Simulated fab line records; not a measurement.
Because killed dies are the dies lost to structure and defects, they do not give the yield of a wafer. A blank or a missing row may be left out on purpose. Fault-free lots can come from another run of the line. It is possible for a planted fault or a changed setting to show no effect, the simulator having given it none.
fab line records	flow n5-finfet	part 1 of 2: steps 1 to 15 of 20
[record] lots = 5	wafers = 15	last-day = 18
route steps=1938 shown FIN_SAQP@124
lots that met no fault: from a run of the same line without faults
start-h: hours from the record's first day to the start of the lot's first wafer shown	wait-h: time in hours since the lot's previous step	" repeats the value in the row above	L1.1+2: a row that stands for several wafers	- no value, or no start given	* or withheld: withheld	< > ~ a bound
route shown NAME@n: a module of which the file shows steps, and the number in the route of the first	usual: mean and standard deviation over wafers with no fault	same: alike in all rows	chamber/n: place in a boat	sites: the reading at each site	_std_site: the standard deviation of these	_edge_site: outer sites' mean less inner sites'	radius-mm: how far each site lies from the wafer's centre	mask NAME#n: copy n	behind: the last tool/chamber to shape the wafer	hold: the reason the lot was held/the length of the hold in hours/how it ended	device: the n, p or np transistor that did not switch	end of line: the tests these same wafers got at the end of their route	a step given without rows: its recipe and nothing more	killed: the dies lost at the first sort to structure and to defects; this is not the yield of the wafer	map: per-die view of a wafer (x killed, . not killed, _ where there is no die)
set.NAME: the setting the step ran with; set.NAME@STEP: the setting that earlier step ran with	model.NAME: the simulator's own value behind a step, which no gauge read
lots at selected steps of the route; one table per step, one row per wafer
services: from which hour (start-h, from the record's first day; less than 0 if before it) a tool's chamber was out of use, for how many hours, and why
[[steps]]
[step N5_FIN_SAQP_RECESS_75]
[recipe] chemistry = HF/NH3	target = SiO2	target-depth-a = 144	afs-cycles = 3	temp-c = 30	sublimation-temp-c = 180	sublimation-time-s = 60
[usual] drypump-motor-current-A = 5.72/0.21
lot.wafer	tool	chamber	start-h	wait-h	drypump-motor-current-A
L076.2	vapor-etch-02	0	34.56	0.0	5.92
L076.3	"	0	"	"	5.90
L076.5	"	0	"	"	5.93
L079.1	vapor-etch-02	0	53.13	0.0	5.93
L079.4	"	0	"	"	5.91
L079.6	"	1	"	"	5.97
L084.1	vapor-etch-02	0	83.16	0.0	5.93
L084.3	"	0	"	"	5.85
L084.4	"	1	"	"	5.98
L093.1	vapor-etch-01	1	136.89	0.0	5.43
L093.5	"	0	"	"	5.78
L093.6	"	1	"	"	5.44
L096.3	vapor-etch-01	1	156.52	0.2	5.45
L096.4	"	0	"	"	5.77
L096.6	"	0	"	"	5.77
[step N5_FIN_SAQP_SPACER1_ALD_24]
[recipe] material = SiO2	target-thk-a = 203	temp-c = 300	ald-precursor-family = BDEAS	ald-co-reactant = O2-plasma	pulse-time-s = 1	purge-time-s = 2	co-reactant-purge-time-s = 2	ald-cycles = 218	pressure-torr = 2
[usual] heater-power-outer-w = 261/32	heater-power-w = 470/53	precursor-pulse-height-rel = 1.002/0.02
lot.wafer	tool	chamber	start-h	wait-h	heater-power-outer-w	heater-power-w	precursor-pulse-height-rel
L076.2	ald-sin-03	3	34.95	0.3	229	403	1.008
L076.3	"	1	"	"	247	446	1.037
L076.5	"	2	"	"	282	497	0.957
L079.1	ald-sin-01	3	54.15	0.9	207	396	0.995
L079.4	"	0	"	"	282	501	1.009
L079.6	"	0	"	"	273	506	0.976
L084.1	ald-sin-03	1	83.54	0.3	247	447	1.026
L084.3	"	2	"	"	281	499	1.015
L084.4	"	3	"	"	224	413	1.005
L093.1	ald-sin-02	1	137.31	0.3	225	422	0.982
L093.5	"	3	"	"	240	440	1.010
L093.6	"	0	"	"	246	428	1.017
L096.3	ald-sin-02	1	156.78	0.1	229	416	0.992
L096.4	"	3	"	"	246	445	1.007
L096.6	"	1	"	"	225	411	1.015
[step N5_FIN_SAQP_SPACER1_ETCHBACK_25]
[recipe] chemistry = CHF3/O2	mode = anisotropic-etchback	target = SiO2	target-depth-a = 244	time-s = 12.2	pressure-mtorr = 30	source-w = 650	bias-w = 170	Ar_flow_sccm = 200	CHF3_flow_sccm = 50	O2_flow_sccm = 5	ion-energy-ev = 200
[usual] drypump-motor-current-A = 5.5/0.33	oes-product-au = 0.77/0.058	rf-vpp-V = 523/11	showerhead-plenum-p-Torr = 2.43/0.067	throttle-valve-pct = 19.06/0.15
lot.wafer	tool	chamber	start-h	wait-h	drypump-motor-current-A	oes-product-au	rf-hours-counter-h	rf-vpp-V	showerhead-plenum-p-Torr	throttle-valve-pct
L076.2	rie-diel-02	3	35.66	0.4	5.1	0.77	140	541	2.51	19.25
L076.3	"	2	"	"	5.3	0.75	155	539	2.31	19.33
L076.5	"	2	"	"	5.3	0.76	-	538	2.31	19.30
L079.1	rie-diel-01	0	54.96	0.5	5.7	0.89	28	529	2.46	18.92
L079.4	"	1	"	"	5.7	0.68	244	540	2.47	19.26
L079.6	"	3	"	"	5.7	0.78	-	531	2.41	19.08
L084.1	rie-diel-02	1	84.26	0.4	5.3	0.80	111	517	2.43	18.86
L084.3	"	2	"	"	5.3	0.74	171	538	2.31	19.35
L084.4	"	2	"	"	5.3	0.74	-	539	2.31	19.34
L093.1	rie-diel-01	2	138.03	0.4	5.6	0.81	84	514	2.43	18.96
L093.5	"	2	"	"	5.6	0.81	-	515	2.43	18.97
L093.6	"	3	"	"	5.7	0.75	-	529	2.40	19.12
L096.3	rie-diel-06	2	157.50	0.4	5.1	0.70	191	527	2.51	19.11
L096.4	"	3	"	"	5.9	0.75	-	507	2.33	19.04
L096.6	"	2	"	"	5.1	0.70	-	526	2.51	19.09
[step N5_FIN_SAQP_MANDREL1_REMOVE_56]
[recipe] chemistry = HBr/Cl2/O2	bt-time-s = 10	target = a-Si	stop-on = SiNx	endpoint = OES-SiCl	over-etch-frac = 1	icp-w = 600	bias-w = 22	HBr_flow_sccm = 150	Cl2_flow_sccm = 80	O2_flow_sccm = 5	pressure-mtorr = 10
[usual] drypump-motor-current-A = 5.6/0.5	he-backside-leak-sccm = 2.9/0.43	oes-product-au = 1.003/0.016	throttle-valve-pct = 36.6/0.37
lot.wafer	tool	chamber	start-h	wait-h	drypump-motor-current-A	he-backside-leak-sccm	oes-product-au	rf-hours-counter-h	throttle-valve-pct
L076.2	rie-si-04	1	35.75	0.1	5.9	2.4	0.999	18	37.1
L076.3	"	2	"	"	5.0	3.2	1.014	78	36.4
L076.5	"	0	"	"	4.7	2.4	1.010	-	36.4
L079.1	rie-si-01	3	55.05	0.1	5.8	2.8	1.029	154	37.0
L079.4	"	0	"	"	6.1	3.3	0.980	8	36.2
L079.6	"	3	"	"	5.8	2.9	1.040	-	37.0
L084.1	rie-si-05	1	84.35	0.1	6.3	2.8	0.998	106	35.9
L084.3	"	2	"	"	5.3	2.5	0.999	5	37.0
L084.4	"	2	"	"	5.3	2.5	1.004	-	37.0
L093.1	rie-si-04	3	138.12	0.1	5.4	3.2	1.002	57	36.8
L093.5	"	0	"	"	4.7	2.1	1.018	-	36.4
L093.6	"	3	"	"	5.5	3.2	0.991	-	36.8
L096.3	rie-si-04	1	157.59	0.1	5.9	2.4	1.008	20	37.1
L096.4	"	2	"	"	4.9	2.7	1.013	81	36.4
L096.6	"	3	"	"	5.4	3.4	0.996	-	36.8
[step N5_FIN_SAQP_CD_MEAS_27]
[recipe] target-cd-nm = 20	landing-energy-ev = 1000	detector = se-inlens	polarity = line
[usual] cd-nm = 20.25/0.23
[same] landing-energy-ev = 1000
lot.wafer	tool	chamber	start-h	wait-h	cd-nm
L076.2	cd-sem-01	0	35.87	0.1	20.31
L076.3	"	0	"	"	20.10
L076.5	"	0	"	"	20.14
L079.1	cd-sem-03	0	55.16	0.1	20.23
L079.4	"	0	"	"	20.27
L079.6	"	0	"	"	20.40
L084.1	cd-sem-02	0	84.46	0.1	19.88
L084.3	"	0	"	"	20.44
L084.4	"	0	"	"	20.13
L093.1	cd-sem-03	0	138.23	0.1	20.20
L093.5	"	0	"	"	20.32
L093.6	"	0	"	"	20.64
L096.3	cd-sem-01	0	157.70	0.1	20.13
L096.4	"	0	"	"	19.95
L096.6	"	0	"	"	20.34
[step N5_FIN_SAQP_ETCH_57]
[recipe] chemistry = CH3F/O2	target = SiNx	mask-material = SiO2	target-depth-a = 325	time-s = 46.4	pressure-mtorr = 30	source-w = 395	bias-w = 73	Ar_flow_sccm = 150	CH3F_flow_sccm = 30	O2_flow_sccm = 20	ion-energy-ev = 120	ends = cleared
[usual] drypump-motor-current-A = 5.5/0.33	etch-rf-on-time-s = 46.2/0.95	oes-product-au = 0.67/0.058	rf-vpp-V = 298/5.6	showerhead-plenum-p-Torr = 2.01/0.055	throttle-valve-pct = 16.47/0.18
lot.wafer	tool	chamber	start-h	wait-h	drypump-motor-current-A	etch-rf-on-time-s	oes-product-au	rf-hours-counter-h	rf-vpp-V	showerhead-plenum-p-Torr	throttle-valve-pct
L076.2	rie-diel-02	3	35.91	0.0	5.1	46.5	0.67	140	308	2.09	16.71
L076.3	"	0	"	"	6.1	45.5	0.70	105	292	1.94	16.21
L076.5	"	0	"	"	6.1	47.8	0.71	-	292	1.94	16.22
L079.1	rie-diel-06	1	55.21	0.0	5.2	45.6	0.61	221	302	1.99	16.55
L079.4	"	3	"	"	5.9	47.4	0.68	123	289	1.94	16.39
L079.6	"	0	"	"	5.2	48.0	0.63	-	292	2.08	16.62
L084.1	rie-diel-02	0	84.50	0.0	6.1	45.1	0.67	122	293	1.94	16.26
L084.3	"	2	"	"	5.3	45.7	0.63	171	305	1.91	16.77
L084.4	"	0	"	"	6.2	45.6	0.69	-	293	1.94	16.25
L093.1	rie-diel-01	0	138.28	0.0	5.7	45.9	0.73	58	300	2.04	16.39
L093.5	"	3	"	"	5.7	44.8	0.64	-	300	1.99	16.57
L093.6	"	0	"	"	5.7	46.9	0.72	-	300	2.04	16.41
L096.3	rie-diel-02	3	157.75	0.0	5.1	46.5	0.64	172	306	2.08	16.77
L096.4	"	1	"	"	5.2	46.5	0.65	138	293	2.00	16.32
L096.6	"	1	"	"	5.2	46.5	0.65	-	294	2.00	16.34
[step N5_FIN_SAQP_ETCH_65]
[recipe] chemistry = CF4	target = SiO2	target-depth-a = 40	ion-energy-ev = 350	time-s = 4.4	pressure-mtorr = 10	icp-w = 800	bias-w = 400	cf4-flow-sccm = 80
[usual] drypump-motor-current-A = 5.6/0.45	he-backside-leak-sccm = 2.9/0.38	oes-product-au = 1.000/0.018	throttle-valve-pct = 21.79/0.27
lot.wafer	tool	chamber	start-h	wait-h	drypump-motor-current-A	he-backside-leak-sccm	oes-product-au	rf-hours-counter-h	throttle-valve-pct
L076.2	rie-si-05	1	36.02	0.1	6.4	2.3	0.970	105	21.31
L076.3	"	0	"	"	6.3	3.2	1.004	8	21.27
L076.5	"	3	"	"	5.6	2.9	0.968	-	21.62
L079.1	rie-si-04	0	55.32	0.1	4.7	2.2	1.004	13	21.58
L079.4	"	3	"	"	5.4	3.2	0.991	55	21.75
L079.6	"	2	"	"	4.9	2.9	0.998	-	21.77
L084.1	rie-si-01	1	84.61	0.1	5.5	3.5	1.014	141	22.24
L084.3	"	2	"	"	5.5	2.7	0.997	116	21.84
L084.4	"	0	"	"	6.1	3.1	0.969	8	21.51
L093.1	rie-si-01	2	138.38	0.1	5.5	2.9	1.003	117	21.85
L093.5	"	3	"	"	5.9	2.8	1.017	-	22.13
L093.6	"	2	"	"	5.5	2.8	1.003	-	21.85
L096.3	rie-si-01	3	157.85	0.1	5.8	2.7	1.005	156	22.11
L096.4	"	0	"	"	6.1	3.3	0.965	9	21.52
L096.6	"	1	"	"	5.5	3.4	1.006	-	22.23
[step N5_FIN_SAQP_MANDREL_ETCH_58]
[recipe] chemistry = HBr/Cl2	target = a-Si	target-depth-a = 450	bt-time-s = 10	stop-on = SiNx	mask-material = SiO2	over-etch-frac = 0.8	time-s = 27	pressure-mtorr = 10	icp-w = 800	bias-w = 75	HBr_flow_sccm = 150	Cl2_flow_sccm = 80	ends = end-point
[usual] drypump-motor-current-A = 5.6/0.45	he-backside-leak-sccm = 2.9/0.34	oes-product-au = 0.697/0.016	throttle-valve-pct = 35.6/0.35
lot.wafer	tool	chamber	start-h	wait-h	drypump-motor-current-A	he-backside-leak-sccm	oes-product-au	rf-hours-counter-h	throttle-valve-pct
L076.2	rie-si-05	1	36.05	0.0	6.3	2.8	0.673	105	34.8
L076.3	"	0	"	"	6.3	3.2	0.686	8	35.1
L076.5	"	3	"	"	5.6	2.9	0.687	-	35.6
L079.1	rie-si-04	0	55.35	0.0	4.7	2.4	0.695	13	35.3
L079.4	"	3	"	"	5.5	3.3	0.695	55	35.7
L079.6	"	2	"	"	4.9	2.7	0.695	-	35.3
L084.1	rie-si-01	1	84.65	0.0	5.5	3.5	0.722	141	36.0
L084.3	"	2	"	"	5.5	2.8	0.693	116	35.6
L084.4	"	0	"	"	6.1	3.3	0.698	8	35.1
L093.1	rie-si-01	2	138.42	0.0	5.5	2.8	0.684	117	35.6
L093.5	"	3	"	"	5.8	2.8	0.725	-	35.9
L093.6	"	2	"	"	5.5	2.8	0.690	-	35.6
L096.3	rie-si-01	3	157.89	0.0	5.8	2.8	0.725	156	35.9
L096.4	"	0	"	"	6.1	3.1	0.686	9	35.1
L096.6	"	1	"	"	5.5	3.4	0.730	-	36.0
[step N5_FIN_SAQP_RECESS_63]
[recipe] chemistry = HF/NH3	target = SiO2	target-depth-a = 180	afs-cycles = 3	temp-c = 30	sublimation-temp-c = 180	sublimation-time-s = 60
[usual] drypump-motor-current-A = 5.73/0.21
lot.wafer	tool	chamber	start-h	wait-h	drypump-motor-current-A
L076.2	vapor-etch-02	0	36.13	0.1	5.91
L076.3	"	1	"	"	5.98
L076.5	"	1	"	"	5.97
L079.1	vapor-etch-02	0	55.43	0.1	5.95
L079.4	"	0	"	"	5.91
L079.6	"	1	"	"	5.99
L084.1	vapor-etch-02	1	84.73	0.1	5.99
L084.3	"	0	"	"	5.91
L084.4	"	1	"	"	5.96
L093.1	vapor-etch-01	1	138.50	0.1	5.46
L093.5	"	0	"	"	5.77
L093.6	"	1	"	"	5.44
L096.3	vapor-etch-01	0	158.09	0.2	5.77
L096.4	"	1	"	"	5.44
L096.6	"	1	"	"	5.45
[step N5_FIN_SAQP_COAT_68]
[recipe] resist = SOC	temp-c = 250	time-s = 60	spin-rpm = 1500	resist-thk-nm = 100
lot.wafer	tool	chamber	start-h	wait-h
L076.2+3+5	litho-track-05	0	36.52	0.3
L079.1+4+6	litho-track-03	0	55.81	0.3
L084.1+3+4	litho-track-03	0	85.11	0.3
L093.1+5+6	litho-track-05	0	138.88	0.3
L096.3+4+6	litho-track-05	0	158.36	0.2
[step N5_FIN_SAQP_ETCH_69]
[recipe] chemistry = N2/H2	target = SOC	target-depth-a = 1500	stop-on = SiNx	ion-energy-ev = 100	bias-w = 61	pressure-mtorr = 30	source-w = 850	n2-flow-sccm = 200	h2-flow-sccm = 200
[usual] drypump-motor-current-A = 5.5/0.33	h2-flow-sccm = 200.0/0.58	n2-flow-sccm = 199.8/0.61	oes-product-au = 0.77/0.059	rf-vpp-V = 240.7/1.3	showerhead-plenum-p-Torr = 2.55/0.078	throttle-valve-pct = 17.94/0.2
lot.wafer	tool	chamber	start-h	wait-h	drypump-motor-current-A	h2-flow-sccm	n2-flow-sccm	oes-product-au	rf-hours-counter-h	rf-vpp-V	showerhead-plenum-p-Torr	throttle-valve-pct
L076.2	rie-diel-01	3	36.63	-	5.7	200.0	199.5	0.77	136	240.0	2.54	17.90
L076.3	"	2	"	"	5.7	199.8	199.4	0.84	51	239.7	2.59	17.95
L076.5	"	1	"	"	5.8	200.6	200.2	0.68	-	239.8	2.59	17.97
L079.1	rie-diel-01	3	55.88	-	5.7	199.8	199.4	0.77	144	240.2	2.54	17.92
L079.4	"	1	"	"	5.7	200.2	198.7	0.68	245	240.2	2.59	17.99
L079.6	"	2	"	"	5.7	200.3	199.4	0.84	-	239.7	2.58	17.97
L084.1	rie-diel-06	1	85.19	-	5.2	199.5	199.7	0.70	230	240.9	2.50	17.92
L084.3	"	0	"	"	5.2	200.5	199.8	0.73	168	242.2	2.63	17.99
L084.4	"	3	"	"	5.9	199.4	199.5	0.77	133	239.7	2.46	18.02
L093.1	rie-diel-01	3	139.00	-	5.7	199.2	200.2	0.74	173	240.3	2.53	17.96
L093.5	"	2	"	"	5.6	199.9	198.8	0.81	-	241.0	2.57	18.00
L093.6	"	1	"	"	5.7	199.4	200.3	0.93	-	242.7	2.58	17.52
L096.3	rie-diel-02	3	158.48	-	5.1	200.2	200.5	0.74	173	241.4	2.65	18.37
L096.4	"	0	"	"	6.1	200.3	199.9	0.76	146	239.8	2.44	17.70
L096.6	"	2	"	"	5.3	201.0	200.7	0.71	-	240.2	2.41	18.25
[step N5_FIN_SAQP_ETCH_67]
[recipe] chemistry = CH3F/O2	target = SiNx	target-depth-a = 300	mask-material = SOC	pressure-mtorr = 30	source-w = 395	bias-w = 73	Ar_flow_sccm = 150	CH3F_flow_sccm = 30	O2_flow_sccm = 20	ion-energy-ev = 120
[usual] drypump-motor-current-A = 5.5/0.33	oes-product-au = 0.78/0.06	rf-vpp-V = 298/6.1	showerhead-plenum-p-Torr = 2.01/0.06	throttle-valve-pct = 16.51/0.18
lot.wafer	tool	chamber	start-h	wait-h	drypump-motor-current-A	oes-product-au	rf-hours-counter-h	rf-vpp-V	showerhead-plenum-p-Torr	throttle-valve-pct
L076.2	rie-diel-01	3	36.69	0.0	5.7	0.78	136	300	2.00	16.53
L076.3	"	2	"	"	5.7	0.86	51	293	2.03	16.36
L076.5	"	1	"	"	5.8	0.68	-	306	2.05	16.69
L079.1	rie-diel-01	3	55.94	0.0	5.7	0.78	144	300	2.00	16.55
L079.4	"	1	"	"	5.7	0.68	245	306	2.05	16.70
L079.6	"	2	"	"	5.7	0.85	-	293	2.03	16.38
L084.1	rie-diel-06	1	85.25	0.0	5.2	0.70	230	301	1.99	16.64
L084.3	"	0	"	"	5.2	0.73	168	290	2.08	16.68
L084.4	"	3	"	"	5.9	0.78	133	287	1.93	16.43
L093.1	rie-diel-01	3	139.06	0.0	5.7	0.75	173	301	1.99	16.58
L093.5	"	2	"	"	5.6	0.81	-	293	2.02	16.41
L093.6	"	1	"	"	5.8	0.95	-	302	2.04	16.21
L096.3	rie-diel-02	3	158.54	0.0	5.1	0.76	173	307	2.08	16.76
L096.4	"	0	"	"	6.1	0.78	146	291	1.93	16.33
L096.6	"	2	"	"	5.3	0.73	-	306	1.90	16.84
[step N5_FIN_SAQP_STRIP_70]
[recipe] chemistry = N2/H2	power-w = 500	temp-c = 40	pressure-mtorr = 50	rf-frequency-hz = 6e+07	overash-fraction = 0.3	bias-power-w = 28	h2-frac = 0.5	n2-flow-sccm = 300	h2-flow-sccm = 300
[usual] drypump-motor-current-A = 5.5/0.33	h2-flow-sccm = 300.0/0.94	n2-flow-sccm = 300.0/0.97	oes-product-au = 0.78/0.063	rf-vpp-V = 122.0/0.87	showerhead-plenum-p-Torr = 3.36/0.099	throttle-valve-pct = 19.0/0.33
lot.wafer	tool	chamber	start-h	wait-h	drypump-motor-current-A	h2-flow-sccm	n2-flow-sccm	oes-product-au	rf-hours-counter-h	rf-vpp-V	showerhead-plenum-p-Torr	throttle-valve-pct
L076.2	rie-diel-01	3	36.73	0.0	5.7	301.6	300.1	0.79	136	122.6	3.36	18.9
L076.3	"	2	"	"	5.7	300.0	300.4	0.87	51	121.5	3.41	19.3
L076.5	"	1	"	"	5.8	299.6	301.1	0.69	-	123.4	3.42	18.8
L079.1	rie-diel-01	3	55.98	0.0	5.7	299.1	300.8	0.77	144	121.6	3.35	18.9
L079.4	"	1	"	"	5.7	298.4	301.5	0.68	245	121.9	3.42	18.8
L079.6	"	2	"	"	5.7	300.4	300.4	0.86	-	122.9	3.41	19.3
L084.1	rie-diel-06	1	85.29	0.0	5.2	300.0	299.1	0.69	230	121.5	3.31	19.0
L084.3	"	0	"	"	5.2	300.2	298.4	0.73	168	122.9	3.47	18.8
L084.4	"	3	"	"	5.9	299.0	299.5	0.78	133	120.7	3.25	19.4
L093.1	rie-diel-01	3	139.10	0.0	5.7	299.8	300.3	0.76	173	121.8	3.34	19.0
L093.5	"	2	"	"	5.7	300.2	299.8	0.81	-	122.0	3.39	19.4
L093.6	"	1	"	"	5.8	301.5	300.3	0.94	-	122.9	3.41	18.4
L096.3	rie-diel-02	3	158.58	0.0	5.1	300.6	299.6	0.74	173	122.4	3.50	19.6
L096.4	"	0	"	"	6.1	300.7	299.8	0.78	146	121.7	3.23	18.9
L096.6	"	2	"	"	5.3	301.8	299.2	0.71	-	121.2	3.18	19.5
[step N5_FIN_SAQP_RECESS_71]
[recipe] chemistry = HF/NH3	target = SiO2	target-depth-a = 30	afs-cycles = 1	temp-c = 30	sublimation-temp-c = 180	sublimation-time-s = 60
[usual] drypump-motor-current-A = 5.82/0.2
lot.wafer	tool	chamber	start-h	wait-h	drypump-motor-current-A
L076.2	vapor-etch-01	1	36.80	0.0	5.44
L076.3	"	1	"	"	5.45
L076.5	"	0	"	"	5.79
L079.1	vapor-etch-01	1	56.04	0.0	5.43
L079.4	"	1	"	"	5.44
L079.6	"	1	"	"	5.45
L084.1	vapor-etch-02	1	85.73	0.4	5.98
L084.3	"	0	"	"	5.92
L084.4	"	1	"	"	6.01
L093.1	vapor-etch-02	1	139.16	0.0	5.98
L093.5	"	1	"	"	6.00
L093.6	"	0	"	"	5.90
L096.3	vapor-etch-02	0	158.68	0.1	5.92
L096.4	"	1	"	"	5.99
L096.6	"	1	"	"	5.98
[step N5_FIN_SAQP_SPACER2_ALD_28]
[recipe] material = SiO2	target-thk-a = 81	temp-c = 300	ald-precursor-family = BDEAS	ald-co-reactant = O2-plasma	pulse-time-s = 1	purge-time-s = 2	co-reactant-purge-time-s = 2	pressure-torr = 2
[usual] heater-power-outer-w = 265/35	heater-power-w = 480/56	precursor-pulse-height-rel = 1.000/0.02
lot.wafer	tool	chamber	start-h	wait-h	heater-power-outer-w	heater-power-w	precursor-pulse-height-rel
L076.2	ald-sin-01	2	36.94	0.1	306	530	0.989
L076.3	"	1	"	"	296	550	0.996
L076.5	"	2	"	"	307	547	0.954
L079.1	ald-sin-03	1	56.38	0.3	247	433	1.022
L079.4	"	0	"	"	303	493	1.014
L079.6	"	1	"	"	247	439	1.030
L084.1	ald-sin-01	1	86.54	0.8	301	560	1.018
L084.3	"	2	"	"	312	540	1.044
L084.4	"	3	"	"	209	398	0.983
L093.1	ald-sin-03	0	139.31	0.1	298	512	0.985
L093.5	"	2	"	"	282	487	1.000
L093.6	"	1	"	"	242	443	1.002
L096.3	ald-sin-02	3	158.78	0.1	244	448	0.995
L096.4	"	0	"	"	235	451	1.017
L096.6	"	2	"	"	270	500	1.001
